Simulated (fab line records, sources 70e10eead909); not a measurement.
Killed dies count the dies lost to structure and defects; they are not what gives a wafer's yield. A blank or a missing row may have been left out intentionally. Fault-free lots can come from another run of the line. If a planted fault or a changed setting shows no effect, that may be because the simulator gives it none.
Which tool did it?    flow nandHarc    10 lots, 30 wafers sampled, at 9 steps of a route of 1302

WHAT EACH GAUGE READ, for each wafer
NHARC_A_ONON_D2_THK_MEAS_34: measures by ellipsometry.
lot   measured      on            thkNm (nm)
L553  day 13 09:49  filmMetro-01  196.7 198.3 201.9
L555  day 13 19:44  filmMetro-01  197.4 196.2 199.5
L562  day 16 11:56  filmMetro-02  198.5 205.2 201.0
L566  day 18 08:02  filmMetro-02  201.5 202.4 204.7
L568  day 19 04:11  filmMetro-02  200.3 199.2 203.1
L569  day 19 15:32  filmMetro-02  201.6 198.1 202.4
L572  day 20 22:14  filmMetro-01  202.8 203.2 202.6
L571  day 20 22:15  filmMetro-02  200.3 200.2 205.5
L573  day 21 16:29  filmMetro-01  197.0 198.1 196.6
L574  day 22 02:32  filmMetro-01  198.7 201.0 202.1

NHARC_A_CHANNEL_HOLE_D2_CD_MEAS_10 targets a cd of 100 nm.
lot   measured      on        cdNm (nm)
L553  day 13 17:11  cdSem-01  100.3 100.7 100.6
L555  day 13 22:23  cdSem-01  99.1 100.2 99.6
L562  day 16 16:45  cdSem-03  100.3 100.5 100.6
L566  day 18 11:08  cdSem-02  100.1 100.4 100.0
L568  day 19 08:35  cdSem-03  99.6 99.3 100.0
L569  day 19 18:20  cdSem-02  81.6 81.0 80.5 81.4 81.2 80.6
L572  day 21 01:00  cdSem-01  100.0 100.2 99.7
L571  day 21 01:25  cdSem-01  85.1 84.9 85.6 85.0 85.4 85.9
L573  day 21 19:16  cdSem-01  100.1 100.5 99.5
L574  day 22 05:10  cdSem-01  100.6 100.7 99.9

NHARC_A_CHANNEL_HOLE_D2_INSPECT_12.
lot   measured      on                rawDefectCount
L553  day 13 17:18  defectInspect-02  50 61 33
L555  day 13 22:31  defectInspect-01  57 68 70
L562  day 16 16:53  defectInspect-02  54 65 52
L566  day 18 11:15  defectInspect-02  50 68 45
L568  day 19 08:43  defectInspect-02  63 59 64
L569  day 19 19:32  defectInspect-02  45 51 60
L572  day 21 01:07  defectInspect-01  55 56 51
L571  day 21 17:11  defectInspect-01  28 23 17
L573  day 21 19:23  defectInspect-01  29 17 20
L574  day 22 05:17  defectInspect-01  4 3 3

NHARC_A_CHANNEL_HOLE_D2_CD_MEAS_18.
lot   measured      on        cdNm (nm)
L553  day 13 18:28  cdSem-03  98.0 97.2 97.7
L555  day 13 23:41  cdSem-01  98.6 101.6 100.6
L562  day 16 18:03  cdSem-01  99.1 97.5 99.0
L566  day 18 12:43  cdSem-03  97.8 99.5 98.9
L568  day 19 09:53  cdSem-02  97.5 99.2 101.1
L569  day 19 20:43  cdSem-01  79.3 77.6 78.3 79.2 77.3 78.3
L572  day 21 02:18  cdSem-02  101.1 99.8 97.9
L571  day 21 18:21  cdSem-01  82.6 84.2 84.2 82.7 84.3 84.2
L573  day 21 20:33  cdSem-01  98.8 102.1 98.7
L574  day 22 06:28  cdSem-03  100.4 100.5 103.1

NHARC_A_CHANNEL_HOLE_D2_CD_MEAS_31.
lot   measured      on        cdNm (nm)
L553  day 14 03:51  cdSem-02  90.8 91.7 91.0
L555  day 14 08:00  cdSem-03  88.4 89.9 90.5
L562  day 17 00:14  cdSem-03  88.6 90.7 89.6
L566  day 18 18:18  cdSem-03  89.5 90.5 90.2
L568  day 19 17:31  cdSem-02  89.8 88.7 90.5
L569  day 20 05:34  cdSem-01  71.2 70.7 71.0 71.4 70.8 70.6
L572  day 21 10:05  cdSem-01  89.1 88.4 90.0
L571  day 22 05:59  cdSem-01  74.9 74.7 75.3 74.8 74.8 75.4
L573  day 22 02:07  cdSem-03  90.7 91.7 89.6
L574  day 22 12:03  cdSem-01  92.1 90.9 91.4

NHARC_END_SORT_01.
lot   measured      on         killedAtArray  killedAtOther  killedAtPeriphery  killedDies   killedOpen  killedShort
L569  day 31 19:05  prober-01  479 460 482    0 0 0          2 5 5              481 465 487  3 5 3       2 0 1
L572  day 32 23:26  prober-02  94 76 65       2 0 0          1 1 3              97 77 68     3 0 3       3 3 3
L571  day 34 16:25  prober-01  271 179 244    0 0 0          7 8 8              278 187 252  3 1 3       1 1 1

WHAT TOOL EACH LOT RAN ON (gives the tool, then ch and the chambers of the sampled wafers, and finally the start)
lot   NHARC_A_CHANNEL_HOLE_D2_EXPOSE_07  NHARC_A_CHANNEL_HOLE_D2_ETCH_23  NHARC_A_CHANNEL_HOLE_D2_XSEM_32
L553  arfiScanner-02 ch 0, day 13 17:02  harEtch-01 ch 0,1, day 13 23:47  xsem-02 ch 0, day 14 03:57
L555  arfiScanner-02 ch 0, day 13 22:15  harEtch-01 ch 0,1, day 14 03:55  xsem-01 ch 0, day 14 08:05
L562  arfiScanner-03 ch 0, day 16 16:37  harEtch-01 ch 0,1, day 16 20:15  xsem-02 ch 0, day 17 00:20
L566  arfiScanner-02 ch 0, day 18 10:59  harEtch-01 ch 0,1, day 18 14:27  xsem-02 ch 0, day 18 18:23
L568  arfiScanner-03 ch 0, day 19 08:27  harEtch-01 ch 0,1, day 19 13:25  xsem-02 ch 0, day 19 17:37
L569  arfiScanner-02 ch 0, day 19 18:12  harEtch-02 ch 0,1, day 20 01:19  xsem-01 ch 0, day 20 12:46
L572  arfiScanner-03 ch 0, day 21 00:52  harEtch-01 ch 0,1, day 21 06:21  xsem-02 ch 0, day 21 10:11
L571  arfiScanner-02 ch 0, day 21 01:16  harEtch-02 ch 0,1, day 22 02:08  xsem-01 ch 0, day 22 08:42
L573  arfiScanner-01 ch 0, day 21 19:07  harEtch-02 ch 0,1, day 21 22:03  xsem-01 ch 0, day 22 02:13
L574  arfiScanner-01 ch 0, day 22 05:02  harEtch-02 ch 0,1, day 22 08:05  xsem-01 ch 0, day 22 12:08
- NHARC_A_CHANNEL_HOLE_D2_EXPOSE_07: exposes mask HOLE D2, target cd 100 nm.
- NHARC_A_CHANNEL_HOLE_D2_ETCH_23: etches the open film in C4F8/O2/Ar, time 819 s, target depth 1600 nm.
- NHARC_A_CHANNEL_HOLE_D2_XSEM_32

AS READ BY THE TOOLS THEMSELVES (means over the sampled wafers that have a number; for cases with no such wafer, the mark the record gives instead)
NHARC_A_CHANNEL_HOLE_D2_EXPOSE_07.
lot   tool            exposureDoseMJCm2  reticleTempC (C)
L553  arfiScanner-02  59.63              22.90
L555  arfiScanner-02  59.73              22.94
L562  arfiScanner-03  59.61              22.93
L566  arfiScanner-02  59.66              23.11
L568  arfiScanner-03  59.62              23.00
L569  arfiScanner-02  40.19              23.08
L572  arfiScanner-03  59.59              23.02
L571  arfiScanner-02  44.09              23.02
L573  arfiScanner-01  60.22              23.16
L574  arfiScanner-01  60.11              23.12

NHARC_A_CHANNEL_HOLE_D2_ETCH_23.
lot   tool        drypumpMotorCurrentA (A)  showerheadPlenumPTorr (Torr)  throttleValvePct (%)
L553  harEtch-01  5.8                       3.59                          32.144
L555  harEtch-01  5.5                       3.63                          32.161
L562  harEtch-01  5.8                       3.56                          32.160
L566  harEtch-01  5.8                       3.54                          32.160
L568  harEtch-01  5.8                       3.54                          32.159
L569  harEtch-02  5.9                       3.92                          32.163
L572  harEtch-01  5.8                       3.53                          32.158
L571  harEtch-02  5.4                       3.90                          32.150
L573  harEtch-02  5.4                       3.90                          32.163
L574  harEtch-02  5.9                       3.90                          32.150

NHARC_A_CHANNEL_HOLE_D2_XSEM_32.
lot   tool     botCdNm (nm)  bowNm (nm)  tiltDeg (degrees)
L553  xsem-02  75.3          8.76        0.00
L555  xsem-01  74.2          9.16        0.09
L562  xsem-02  74.5          8.35        0.09
L566  xsem-02  73.6          8.66        0.12
L568  xsem-02  74.3          8.63        0.16
L569  xsem-01  54.6          8.66        0.08
L572  xsem-02  73.8          8.62        0.08
L571  xsem-01  59.5          8.58        0.09
L573  xsem-01  74.5          8.51        0.13
L574  xsem-01  75.8          8.71        0.07

THE ANSWER, worked out from the rows above alone
Rule: usual is defined by the lots themselves. The widest of any qualifying gaps counts: lots, ordered by their means at a reading, are off when they make up no more than a third of the lots, leave a main group of 4 or more, and stand apart from it by 3 or more times the standard deviation of that group's means. The tables above print the reading to a certain number of digits; a main group whose means all agree to those digits is not used. Also off: a lot with no number at a reading for which 4 or more lots have one. All remaining lots with rows at the step are treated as sound. After the gauges, taken in route order, come the tools' own readings; for these a lot's mean is taken, as printed above. At the first step where some lot is off, the reading lying furthest off is the one used; lots without a number count as furthest.
Off at NHARC_A_CHANNEL_HOLE_D2_CD_MEAS_10 (cdNm): L569, L571. Mean 100.1 nm and standard deviation 0.33 in the main group.
A tool fits if, at a process step before that reading, it ran every lot that is off, and no sound lot after the first of them. Not tried: the gauges at NHARC_A_CHANNEL_HOLE_D2_CD_MEAS_10; whatever is off there is also off at NHARC_A_CHANNEL_HOLE_D2_EXPOSE_07, on other tools, and gauge error can't account for it. One fits: NHARC_A_CHANNEL_HOLE_D2_EXPOSE_07 on arfiScanner-02. Its last sound lot is L566 (day 18 10:59), its first lot that is off L569 (day 19 18:12): a fault that began between those two fits.
On the lots that are off, the tool's own readings at NHARC_A_CHANNEL_HOLE_D2_EXPOSE_07 differ by more than 5 times the standard deviation of the sound lots' means, which bears it out; exposureDoseMJCm2 reads 42.14 there versus 59.77 on the sound lots.

WHAT THE SIMULATOR PUT IN
Process parameter drift: arfiScanner-02, from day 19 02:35 on, at NHARC_A_CHANNEL_HOLE_D2_EXPOSE_07. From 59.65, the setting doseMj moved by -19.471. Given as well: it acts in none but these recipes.
Struck lots among those shown: L569, L571. The rule above found the same.
